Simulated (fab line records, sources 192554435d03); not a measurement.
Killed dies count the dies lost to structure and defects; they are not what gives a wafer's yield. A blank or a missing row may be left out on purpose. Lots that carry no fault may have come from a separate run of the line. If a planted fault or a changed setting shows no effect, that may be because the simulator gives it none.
fab line records -- flow n5_finfet
record lots=5, wafers=15, last_day=17
route steps=1938 shown FIN_SAQP@106 BEOL_M4@1111
lots untouched by any fault: they come from a run of this same line in which no faults occurred
start_h: hours from the record's opening day to when the first of the lot's shown wafers began -- wait_h: hours since the lot's step before -- " same as the row above -- L1.1+2: several wafers, shown together as one row -- - either no value or no given start -- * or withheld: withheld -- < > ~ a bound
route shown NAME@n: a module of which the file shows steps, and the number in the route of the first -- usual: the fault-free wafers' mean and standard deviation -- same: alike in all rows -- chamber/n: place in a boat -- sites: per-site readings -- _std_site: the standard deviation of these -- _edge_site: outer sites' mean less inner sites' -- radius_mm: how far each site lies from the wafer's centre -- mask NAME#n: copy n -- behind: the most recent tool/chamber to have shaped the wafer -- hold: what put the lot on hold/how long, in hours/how the hold closed -- device: the n, p or np transistor that did not switch -- end of line: tests run on the same wafers once the route is complete -- a step without rows: its recipe alone -- killed: dies lost to structure and defects at the first sort, not the wafer's yield -- map: per-die view of a wafer (x killed, . not killed, _ where there is no die)
set.NAME: the run value of the setting; set.NAME@STEP: its run value at that earlier step -- model.NAME: the simulator's own value behind a step, which no gauge read
lots at some steps of the route; a table a step, a row a wafer
services: the hour from which a tool's chamber was out of use, counted from the record's first day as start_h (under 0 if before that day), plus the number of hours and why
## steps
# step N5_FIN_SAQP_EBR_12
# recipe solvent=PGMEA, ebr_width_mm=1.5
# step N5_FIN_SAQP_SOFTBAKE_11
# recipe temp_c=110, time_s=60, resist=CAR-ArF
# step N5_FIN_SAQP_EXPOSE_13
# recipe mask_id=FIN_CORE, na=1.35, source_shape=dipole, sigma_inner=0.538, sigma_outer=0.738, polarization=te, target_cd_nm=35.6, dose_mj=63.25
# step N5_FIN_SAQP_PEB_14
# recipe peb_temp_c=withheld, peb_time_s=60, resist=CAR-ArF
# step N5_FIN_SAQP_DEVELOP_15
# recipe develop_time_s=30, developer=TMAH, resist=CAR-ArF, dev_temp_c=23, rinse_liquid=diw, dry=air_spin
# step N5_FIN_SAQP_DESCUM_21
# recipe chemistry=O2, time_s=7.9, source_power_w=50, bias_power_w=20, pressure_mtorr=20, rf_frequency_hz=2.712e+07, temp_c=40, resist=CAR-ArF, o2_flow_sccm=225
# step N5_FIN_SAQP_ETCH_51
# recipe chemistry=CF4, target=SiARC, target_depth_a=455, mask_material=CAR-ArF, time_s=75.8, ion_energy_ev=80, pressure_mtorr=40, source_w=545, bias_w=36, Ar_flow_sccm=100, cf4_flow_sccm=100, ends=cleared
# step N5_FIN_SAQP_ETCH_52
# recipe chemistry=N2/H2, target=SOC, target_depth_a=1000, overetch_a=200, mask_material=SiARC, temp_c=40, time_s=150, ion_energy_ev=200, pressure_mtorr=30, source_w=840, bias_w=150, n2_flow_sccm=200, h2_flow_sccm=200, ends=end_point
# step N5_FIN_SAQP_STRIP_53
# recipe chemistry=N2/H2, temp_c=40, n2_flow_sccm=200, h2_flow_sccm=200, rf_frequency_hz=6e+07
# step N5_FIN_SAQP_HM_OPEN_73
# recipe chemistry=CHF3/O2, target=SiO2, stop_on=a-Si, target_depth_a=120, over_etch_frac=1.8, mask_material=SOC, time_s=16.8, pressure_mtorr=30, source_w=650, bias_w=170, Ar_flow_sccm=200, CHF3_flow_sccm=50, O2_flow_sccm=5, ion_energy_ev=200, ends=end_point
# usual drypump_motor_current_A=5.8/0.49, oes_f_703_au=0.77/0.061, oes_product_au=0.46/0.036, over_etch_frac=1.8/0, rf_vpp_V=521/4.2, showerhead_plenum_p_Torr=2.44/0.078, throttle_valve_pct=18.76/0.2
lot.wafer,tool,chamber,start_h,wait_h,drypump_motor_current_A,oes_f_703_au,oes_product_au,over_etch_frac,rf_hours_counter_h,rf_vpp_V,showerhead_plenum_p_Torr,throttle_valve_pct,model.SOC_of_FIN_SAQP_COAT_49.thk_nm,model.SiARC_of_FIN_SAQP_COAT_50.thk_nm,model.a-Si_of_FIN_SAQP_PECVD_06.thk_nm
L556.1,rie_diel-05,1,58.31,0.0,6.2,0.75,0.45,1.8,196,518,2.38,18.82,99.86,4.92,58.81
L556.4,rie_diel-05,0,58.31,0.0,5.2,0.75,0.45,1.8,176,522,2.49,18.82,99.45,5.528,60.09
L556.6,rie_diel-05,1,58.31,0.0,6.2,0.75,0.45,1.8,-,519,2.39,18.84,99.55,4.923,59.04
L563.1,rie_diel-05,2,103.59,0.0,6.3,0.73,0.44,1.8,166,518,2.41,18.93,99.8,6.159,59.11
L563.4,rie_diel-05,3,103.59,0.0,5.4,0.74,0.39,3.4501,161,519,2.41,18.90,92.61,0,55.77
L563.5,rie_diel-05,3,103.59,0.0,5.4,0.74,0.39,3.4501,-,518,2.41,18.91,92.8,0,55.73
L564.1,rie_diel-05,2,106.59,0.0,6.3,0.73,0.44,1.8,167,517,2.41,18.93,100,6.006,59.32
L564.2,rie_diel-05,1,106.59,0.0,6.1,0.72,0.44,1.8,212,519,2.38,18.85,100.2,5.251,60.32
L564.3,rie_diel-05,3,106.59,0.0,5.4,0.74,0.39,3.4501,162,518,2.41,18.90,92.67,0,55.86
L565.2,rie_diel-05,3,113.02,0.0,5.4,0.74,0.39,3.4501,166,517,2.40,18.91,92.87,0,55.8
L565.5,rie_diel-05,3,113.02,0.0,5.4,0.74,0.39,3.4501,-,518,2.40,18.88,92.86,0,57.11
L565.6,rie_diel-05,0,113.02,0.0,5.2,0.74,0.44,1.8,-,522,2.49,18.87,99.94,5.738,61.36
L569.3,rie_diel-03,0,135.77,0.0,6.3,0.94,0.55,1.8,14,515,2.36,18.65,100.5,5.026,59.27
L569.4,rie_diel-03,1,135.77,0.0,5.6,0.81,0.48,1.8,-,526,2.54,18.47,100.5,5.131,60.23
L569.5,rie_diel-03,3,135.77,0.0,6.3,0.80,0.47,1.8,-,519,2.33,18.69,100.5,5.241,60.53
# step N5_FIN_SAQP_STRIP_74
# recipe chemistry=CHF3/O2, resist=SiARC, rf_frequency_hz=6e+07
# step N5_FIN_SAQP_MANDREL_ETCH_22
# recipe target_depth_a=600, chemistry=HBr/Cl2, target=a-Si, stop_on=SiNx, bt_time_s=10, over_etch_frac=0.5, time_s=30, pressure_mtorr=10, icp_w=800, bias_w=75, HBr_flow_sccm=150, Cl2_flow_sccm=80, ends=end_point
# usual drypump_motor_current_A=5.7/0.38, oes_product_au=0.766/0.015, throttle_valve_pct=35.43/0.29
lot.wafer,tool,chamber,start_h,wait_h,drypump_motor_current_A,oes_product_au,rf_hours_counter_h,throttle_valve_pct,model.SOC_of_FIN_SAQP_COAT_49.thk_nm,model.etch.depth_nm
L556.1,rie_si-04,0,58.40,0.0,5.6,0.771,111,35.15,76.01,58.81
L556.4,rie_si-04,1,58.40,0.0,5.3,0.770,39,35.66,75.8,60.09
L556.6,rie_si-04,1,58.40,0.0,5.3,0.762,-,35.69,75.96,59.04
L563.1,rie_si-06,2,103.68,0.0,5.1,0.784,22,35.26,75.68,59.11
L563.4,rie_si-06,3,103.68,0.0,6.6,0.737,10,34.90,68.48,55.77
L563.5,rie_si-06,1,103.68,0.0,6.2,0.725,-,35.42,68.46,55.73
L564.1,rie_si-04,3,106.68,0.0,5.7,0.763,62,35.14,76.09,59.32
L564.2,rie_si-04,0,106.68,0.0,5.6,0.779,111,35.11,76.37,60.32
L564.3,rie_si-04,1,106.68,0.0,5.3,0.736,39,35.73,68.67,55.86
L565.2,rie_si-04,2,113.11,0.0,5.7,0.708,108,35.50,68.79,55.8
L565.5,rie_si-04,2,113.11,0.0,5.7,0.723,-,35.49,68.73,57.11
L565.6,rie_si-04,1,113.11,0.0,5.3,0.781,-,35.62,76.13,61.36
L569.3,rie_si-04,0,135.86,0.0,5.6,0.776,112,35.13,76.37,59.27
L569.4,rie_si-04,3,135.86,0.0,5.7,0.776,63,35.13,76.62,60.23
L569.5,rie_si-04,3,135.86,0.0,5.7,0.772,-,35.12,76.73,60.53
# step N5_FIN_SAQP_STRIP_55
# recipe chemistry=N2/H2, power_w=500, temp_c=40, pressure_mtorr=50, rf_frequency_hz=6e+07, overash_fraction=0.3, bias_power_w=28, h2_frac=0.5, n2_flow_sccm=300, h2_flow_sccm=300
# step N5_FIN_SAQP_STRIP_23
# recipe chemistry=SPM, time_s=750, temp_c=130, h2so4_h2o2_vol_ratio=4
# step N5_FIN_SAQP_SRD_66
# recipe dry=ipa_marangoni, time_s=30, temp_c=23, rinse_liquid=diw
# step N5_FIN_SAQP_RECESS_75
# recipe chemistry=HF/NH3, target=SiO2, target_depth_a=144, afs_cycles=3, temp_c=30, sublimation_temp_c=180, sublimation_time_s=60
# step N5_FIN_SAQP_SPACER1_ALD_24
# recipe material=SiO2, target_thk_a=203, temp_c=300, ald_precursor_family=BDEAS, ald_co_reactant=O2-plasma, pulse_time_s=1, purge_time_s=2, co_reactant_purge_time_s=2, ald_cycles=218, pressure_torr=2
# step N5_FIN_SAQP_SPACER1_ETCHBACK_25
# recipe chemistry=CHF3/O2, mode=anisotropic_etchback, target=SiO2, target_depth_a=244, time_s=12.2, pressure_mtorr=30, source_w=650, bias_w=170, Ar_flow_sccm=200, CHF3_flow_sccm=50, O2_flow_sccm=5, ion_energy_ev=200
# usual drypump_motor_current_A=5.7/0.47, oes_f_703_au=0.76/0.055, oes_product_au=0.76/0.058, rf_vpp_V=522/4.1, showerhead_plenum_p_Torr=2.44/0.078, throttle_valve_pct=18.81/0.17
lot.wafer,tool,chamber,start_h,wait_h,drypump_motor_current_A,oes_f_703_au,oes_product_au,rf_hours_counter_h,rf_vpp_V,showerhead_plenum_p_Torr,throttle_valve_pct,model.a-Si_of_FIN_SAQP_PECVD_06.thk_nm
L556.1,rie_diel-05,2,59.92,0.4,6.3,0.74,0.74,150,515,2.42,18.99,58
L556.4,rie_diel-05,0,59.92,0.4,5.2,0.74,0.74,176,521,2.49,18.91,59.2
L556.6,rie_diel-05,1,59.92,0.4,6.1,0.74,0.72,-,519,2.38,18.91,58.2
L563.1,rie_diel-03,1,105.71,0.4,5.6,0.82,0.82,75,526,2.54,18.54,58.2
L563.4,rie_diel-03,3,105.71,0.4,6.3,0.81,0.81,105,520,2.33,18.76,54.8
L563.5,rie_diel-03,2,105.71,0.4,6.6,0.72,0.72,-,525,2.49,19.16,54.8
L564.1,rie_diel-05,0,108.69,0.4,5.2,0.73,0.73,196,522,2.49,18.94,58.4
L564.2,rie_diel-05,1,108.69,0.4,6.1,0.73,0.73,213,519,2.38,18.93,59.4
L564.3,rie_diel-05,3,108.69,0.4,5.4,0.74,0.75,164,517,2.41,19.01,55
L565.2,rie_diel-01,1,115.12,0.4,6.1,0.72,0.73,173,520,2.31,18.79,54.8
L565.5,rie_diel-01,0,115.12,0.4,5.5,0.70,0.70,-,527,2.47,18.69,56.2
L565.6,rie_diel-01,3,115.12,0.4,5.1,0.84,0.84,-,526,2.55,18.54,60.4
L569.3,rie_diel-01,0,137.40,0.4,5.5,0.70,0.69,240,527,2.47,18.69,58.4
L569.4,rie_diel-01,3,137.40,0.4,5.1,0.83,0.83,-,525,2.54,18.55,59.4
L569.5,rie_diel-01,0,137.40,0.4,5.5,0.70,0.69,-,527,2.47,18.70,59.6
# step N5_FIN_SAQP_MANDREL1_REMOVE_56
# recipe chemistry=HBr/Cl2/O2, bt_time_s=10, target=a-Si, stop_on=SiNx, endpoint=OES-SiCl, over_etch_frac=1, icp_w=600, bias_w=22, HBr_flow_sccm=150, Cl2_flow_sccm=80, O2_flow_sccm=5, pressure_mtorr=10
# step N5_BEOL_M4_RC_MEAS_101
# usual DIBL_N=36.3/1.4, DIBL_P=35.7/1.5, IOFF_N=0.155/0.022, IOFF_P=0.204/0.027, ION_N=671/9, ION_P=459/6.2, SS_N=71.5/0.54, SS_P=73.1/0.56, VT_N=250.2/2.6, VT_P=-251/3.3
lot.wafer,tool,chamber,start_h,wait_h,DIBL_N[mV/V],DIBL_P[mV/V],IOFF_N[nA/um],IOFF_P[nA/um],ION_N[uA/um],ION_P[uA/um],SS_N[mV/dec],SS_P[mV/dec],VT_N[mV],VT_P[mV]
L556.1,prober-01,0,209.81,0.0,38.9,37.3,0.190,0.235,672,457,73.2,73.7,249.6,-247
L556.4,prober-01,0,209.81,0.0,38.5,37.5,0.190,0.238,684,461,72.6,73.1,247.2,-247
L556.6,prober-01,0,209.81,0.0,38.0,36.5,0.163,0.220,660,453,72.0,73.7,249.8,-251
L563.1,prober-01,0,247.62,0.0,34.2,32.3,0.129,0.159,672,462,71.0,73.0,253.5,-258
L563.4,prober-01,0,247.62,0.0,34.3,32.2,0.132,0.155,667,455,70.7,73.5,253.5,-256
L563.5,prober-01,0,247.62,0.0,36.0,34.0,0.154,0.178,678,452,72.5,73.5,252.0,-256
L564.1,prober-01,0,253.09,0.0,38.4,35.7,0.183,0.193,682,453,72.0,73.8,246.3,-253
L564.2,prober-01,0,253.09,0.0,35.8,34.0,0.140,0.165,666,454,71.2,72.9,252.3,-256
L564.3,prober-01,0,253.09,0.0,34.6,32.4,0.125,0.148,664,452,70.7,72.7,250.8,-256
L565.2,prober-02,0,255.85,0.2,38.9,37.2,0.175,0.230,674,462,72.1,74.7,249.2,-250
L565.5,prober-02,0,255.85,0.2,39.8,37.9,0.190,0.230,685,461,72.6,74.5,246.0,-248
L565.6,prober-02,0,255.85,0.2,38.5,36.8,0.157,0.217,666,462,71.8,73.4,250.3,-250
L569.3,prober-02,0,285.27,0.3,36.9,36.8,0.151,0.197,663,456,72.1,72.8,251.0,-252
L569.4,prober-02,0,285.27,0.3,36.3,36.5,0.154,0.206,656,457,71.2,72.5,252.0,-252
L569.5,prober-02,0,285.27,0.3,36.3,36.8,0.152,0.217,661,466,71.6,73.3,250.8,-250
## services
tool,chamber,start_h,hours,kind
rie_si-04,-,35.60,0.5,repair
rie_si-04,-,36.99,4.3,pm
rie_si-04,3,45.37,6.6,repair
rie_diel-03,-,46.60,2.1,repair
rie_diel-03,0,65.64,-,clean
rie_diel-03,0,65.64,-,consumable_replace:focus_ring
rie_diel-03,0,65.64,25.5,scheduled_down
rie_diel-03,0,65.64,25.5,vent_cycle
rie_diel-03,-,94.92,10.0,pm
rie_si-04,3,107.88,9.0,repair
rie_diel-03,3,109.32,3.6,repair
rie_si-06,1,121.39,-,clean
rie_si-06,1,121.39,10.7,scheduled_down
rie_si-06,1,121.39,10.7,vent_cycle
rie_si-06,-,131.16,14.6,pm
rie_diel-03,2,134.14,4.8,repair
## key
first_sign step=N5_FIN_SAQP_HM_OPEN_73, reading=over_etch_frac, direction=up, sigmas=99+, usual=1.8, struck=3.4501
effect step=N5_FIN_SAQP_HM_OPEN_73, reading=oes_product_au, direction=down, sigmas=2, usual=0.46, struck=0.39
model_effect step=N5_FIN_SAQP_HM_OPEN_73, value=SOC_of_FIN_SAQP_COAT_49.thk_nm, without=99.85, struck=92.76
model_effect step=N5_FIN_SAQP_MANDREL_ETCH_22, value=SOC_of_FIN_SAQP_COAT_49.thk_nm, without=75.71, struck=68.63
model_effect step=N5_FIN_SAQP_SPACER1_ETCHBACK_25, value=a-Si_of_FIN_SAQP_PECVD_06.thk_nm, without=58.96, struck=55.12
met_at N5_FIN_SAQP_HM_OPEN_73
struck_wafers L563.4,L563.5,L564.3,L565.2,L565.5
fault kind=process_parameter_drift, tool=rie_diel-05, chamber=3, onset_h=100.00, steps=N5_FIN_SAQP_HM_OPEN_73, channel=over_etch_frac, offset=1.6501, shape=step, end_h=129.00, acts_in=these_recipes_only, stated=1.8
